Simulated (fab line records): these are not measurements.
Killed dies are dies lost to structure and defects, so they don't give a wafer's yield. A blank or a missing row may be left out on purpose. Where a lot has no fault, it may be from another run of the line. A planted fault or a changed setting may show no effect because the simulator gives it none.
Which tool was responsible? :: flow nandHarc :: 36 wafers from 12 lots sampled at 3 of the route's 1302 steps

WHAT THE GAUGES READ, wafer by wafer
NHARC_A_SOURCE_PLATE_THK_MEAS_09: measures by ellipsometry.
lot: L779
measured: day 7 10:58
on: filmMetro-01
thkNm (nm): 8.8 9.8 10.8

lot: L780
measured: day 7 17:02
on: filmMetro-01
thkNm (nm): 9.9 10.3 10.8

lot: L788
measured: day 10 20:10
on: filmMetro-02
thkNm (nm): 10.7 9.6 9.6

lot: L789
measured: day 11 07:11
on: filmMetro-01
thkNm (nm): 9.6 8.9 10.7

lot: L790
measured: day 11 22:41
on: filmMetro-01
thkNm (nm): 11.3 8.7 9.4

lot: L791
measured: day 11 22:43
on: filmMetro-01
thkNm (nm): 11.7 10.2 9.3

lot: L793
measured: day 13 01:58
on: filmMetro-01
thkNm (nm): 9.7 8.4 10.9

lot: L795
measured: day 13 17:52
on: filmMetro-01
thkNm (nm): 9.5 8.0 10.5

lot: L796
measured: day 14 01:13
on: filmMetro-02
thkNm (nm): 11.5 10.4 10.1

lot: L797
measured: day 14 12:48
on: filmMetro-02
thkNm (nm): 9.0 10.3 10.8

lot: L798
measured: day 14 22:22
on: filmMetro-02
thkNm (nm): 9.9 11.1 10.5

lot: L802
measured: day 16 19:02
on: filmMetro-01
thkNm (nm): 11.5 10.8 9.7

EACH LOT AND THE TOOL THAT RAN IT (in order: tool; ch and the chambers of the sampled wafers; start)
lot: L779
NHARC_P_BONDPAD_CMP_19: cmp-04 ch 0,2,3, day 7 00:12
NHARC_A_ZERO_WELL_ETCH_19: rieDiel-13 ch 0,1,3, day 7 02:24

lot: L780
NHARC_P_BONDPAD_CMP_19: cmp-03 ch 0,3, day 7 06:47
NHARC_A_ZERO_WELL_ETCH_19: rieDiel-09 ch 0,1,3, day 7 08:55

lot: L788
NHARC_P_BONDPAD_CMP_19: cmp-03 ch 0,3, day 10 09:47
NHARC_A_ZERO_WELL_ETCH_19: rieDiel-09 ch 0,1,3, day 10 11:46

lot: L789
NHARC_P_BONDPAD_CMP_19: cmp-03 ch 1,2,3, day 10 20:39
NHARC_A_ZERO_WELL_ETCH_19: rieDiel-03 ch 0,1,3, day 10 22:37

lot: L790
NHARC_P_BONDPAD_CMP_19: cmp-04 ch 1,3, day 11 11:58
NHARC_A_ZERO_WELL_ETCH_19: rieDiel-09 ch 2,3, day 11 14:01

lot: L791
NHARC_P_BONDPAD_CMP_19: cmp-01 ch 1,2,3, day 11 14:37
NHARC_A_ZERO_WELL_ETCH_19: rieDiel-13 ch 0,1,3, day 11 16:39

lot: L793
NHARC_P_BONDPAD_CMP_19: cmp-03 ch 0,1,3, day 12 16:34
NHARC_A_ZERO_WELL_ETCH_19: rieDiel-13 ch 1,2, day 12 18:26

lot: L795
NHARC_P_BONDPAD_CMP_19: cmp-03 ch 0,1, day 13 07:46
NHARC_A_ZERO_WELL_ETCH_19: rieDiel-09 ch 2,3, day 13 09:52

lot: L796
NHARC_P_BONDPAD_CMP_19: cmp-03 ch 0,1,2, day 13 14:37
NHARC_A_ZERO_WELL_ETCH_19: rieDiel-13 ch 1,3, day 13 16:43

lot: L797
NHARC_P_BONDPAD_CMP_19: cmp-01 ch 0,1,3, day 14 02:11
NHARC_A_ZERO_WELL_ETCH_19: rieDiel-03 ch 1,2, day 14 04:17

lot: L798
NHARC_P_BONDPAD_CMP_19: cmp-03 ch 0,1,3, day 14 11:49
NHARC_A_ZERO_WELL_ETCH_19: rieDiel-13 ch 0,1,3, day 14 13:54

lot: L802
NHARC_P_BONDPAD_CMP_19: cmp-03 ch 1,2,3, day 16 08:10
NHARC_A_ZERO_WELL_ETCH_19: rieDiel-13 ch 1,3, day 16 10:21
- NHARC_P_BONDPAD_CMP_19: polishes, t overpolish 30 s, cu recess touch 16 s, target thk 160.81 nm.
- NHARC_A_ZERO_WELL_ETCH_19: etches the open film in N2/H2, target depth 80 nm, overetch 24 nm, time 87.88 s.

WHAT THE TOOLS THEMSELVES READ (means of the sampled wafers that have a number; where no wafer has one, the mark that the record gives instead)
NHARC_P_BONDPAD_CMP_19.
lot: L779
tool: cmp-04
motorCurrentA (A): 12.3
overpolishRunS (s): 29.995

lot: L780
tool: cmp-03
motorCurrentA (A): 12.8
overpolishRunS (s): 30.003

lot: L788
tool: cmp-03
motorCurrentA (A): 12.9
overpolishRunS (s): 30.000

lot: L789
tool: cmp-03
motorCurrentA (A): 12.4
overpolishRunS (s): 30.001

lot: L790
tool: cmp-04
motorCurrentA (A): 11.6
overpolishRunS (s): 30.000

lot: L791
tool: cmp-01
motorCurrentA (A): 12.8
overpolishRunS (s): 30.000

lot: L793
tool: cmp-03
motorCurrentA (A): 12.4
overpolishRunS (s): 30.004

lot: L795
tool: cmp-03
motorCurrentA (A): 12.4
overpolishRunS (s): 29.994

lot: L796
tool: cmp-03
motorCurrentA (A): 13.0
overpolishRunS (s): 30.000

lot: L797
tool: cmp-01
motorCurrentA (A): 12.3
overpolishRunS (s): 30.003

lot: L798
tool: cmp-03
motorCurrentA (A): 12.0
overpolishRunS (s): 30.008

lot: L802
tool: cmp-03
motorCurrentA (A): 12.5
overpolishRunS (s): 30.008

NHARC_A_ZERO_WELL_ETCH_19.
lot: L779
tool: rieDiel-13
drypumpMotorCurrentA (A): 5.58
mfcArSccm (sccm): 0.015
oesProductAu (a.u.): 0.996
rfVppV (V): 432.2
showerheadPlenumPTorr (Torr): 2.09
throttleValvePct (%): 14.166

lot: L780
tool: rieDiel-09
drypumpMotorCurrentA (A): 5.53
mfcArSccm (sccm): 0.011
oesProductAu (a.u.): 0.997
rfVppV (V): 433.0
showerheadPlenumPTorr (Torr): 2.14
throttleValvePct (%): 14.163

lot: L788
tool: rieDiel-09
drypumpMotorCurrentA (A): 5.55
mfcArSccm (sccm): 0.011
oesProductAu (a.u.): 1.005
rfVppV (V): 432.8
showerheadPlenumPTorr (Torr): 2.13
throttleValvePct (%): 14.170

lot: L789
tool: rieDiel-03
drypumpMotorCurrentA (A): 5.82
mfcArSccm (sccm): 0.000
oesProductAu (a.u.): 1.003
rfVppV (V): 432.3
showerheadPlenumPTorr (Torr): 2.12
throttleValvePct (%): 14.163

lot: L790
tool: rieDiel-09
drypumpMotorCurrentA (A): 5.40
mfcArSccm (sccm): 0.025
oesProductAu (a.u.): 0.999
rfVppV (V): 430.6
showerheadPlenumPTorr (Torr): 2.05
throttleValvePct (%): 14.173

lot: L791
tool: rieDiel-13
drypumpMotorCurrentA (A): 5.58
mfcArSccm (sccm): 0.015
oesProductAu (a.u.): 0.993
rfVppV (V): 431.4
showerheadPlenumPTorr (Torr): 2.08
throttleValvePct (%): 14.174

lot: L793
tool: rieDiel-13
drypumpMotorCurrentA (A): 5.85
mfcArSccm (sccm): 0.006
oesProductAu (a.u.): 1.002
rfVppV (V): 428.5
showerheadPlenumPTorr (Torr): 1.99
throttleValvePct (%): 14.165

lot: L795
tool: rieDiel-09
drypumpMotorCurrentA (A): 5.39
mfcArSccm (sccm): 0.025
oesProductAu (a.u.): 1.006
rfVppV (V): 430.4
showerheadPlenumPTorr (Torr): 2.04
throttleValvePct (%): 14.172

lot: L796
tool: rieDiel-13
drypumpMotorCurrentA (A): 5.63
mfcArSccm (sccm): 0.021
oesProductAu (a.u.): 0.998
rfVppV (V): 432.1
showerheadPlenumPTorr (Torr): 2.08
throttleValvePct (%): 14.175

lot: L797
tool: rieDiel-03
drypumpMotorCurrentA (A): 6.07
mfcArSccm (sccm): 0.004
oesProductAu (a.u.): 1.001
rfVppV (V): 432.4
showerheadPlenumPTorr (Torr): 2.09
throttleValvePct (%): 14.168

lot: L798
tool: rieDiel-13
drypumpMotorCurrentA (A): 5.59
mfcArSccm (sccm): 0.015
oesProductAu (a.u.): 1.003
rfVppV (V): 431.4
showerheadPlenumPTorr (Torr): 2.08
throttleValvePct (%): 14.181

lot: L802
tool: rieDiel-13
drypumpMotorCurrentA (A): 5.70
mfcArSccm (sccm): 0.024
oesProductAu (a.u.): 1.001
rfVppV (V): 433.0
showerheadPlenumPTorr (Torr): 2.13
throttleValvePct (%): 14.165

THE ANSWER, worked out from the rows above alone
Rule: the usual values come from the lots themselves. Put in order of their means at a reading, lots are off if they are a third of the lots or fewer, leave a main group of 4 or more, and stand apart from it by a gap of 3 or more times the standard deviation of the main group's means; of several such gaps the widest counts. A main group is skipped when, at the precision printed for the reading in the tables above, its means are all equal. Also off: a lot with no number at a reading for which 4 or more lots have one. Where the step has rows for the other lots, those lots are counted as sound. The gauges are gone through in route order, then the tools' own readings, and for those a lot's mean is taken as printed above. At the first step where some lot is off, the reading lying furthest off is the one used; lots without a number count as furthest.
Across all readings shown, no lot is off: no conclusion can be drawn from this.

WHAT THE SIMULATOR HAD PUT IN
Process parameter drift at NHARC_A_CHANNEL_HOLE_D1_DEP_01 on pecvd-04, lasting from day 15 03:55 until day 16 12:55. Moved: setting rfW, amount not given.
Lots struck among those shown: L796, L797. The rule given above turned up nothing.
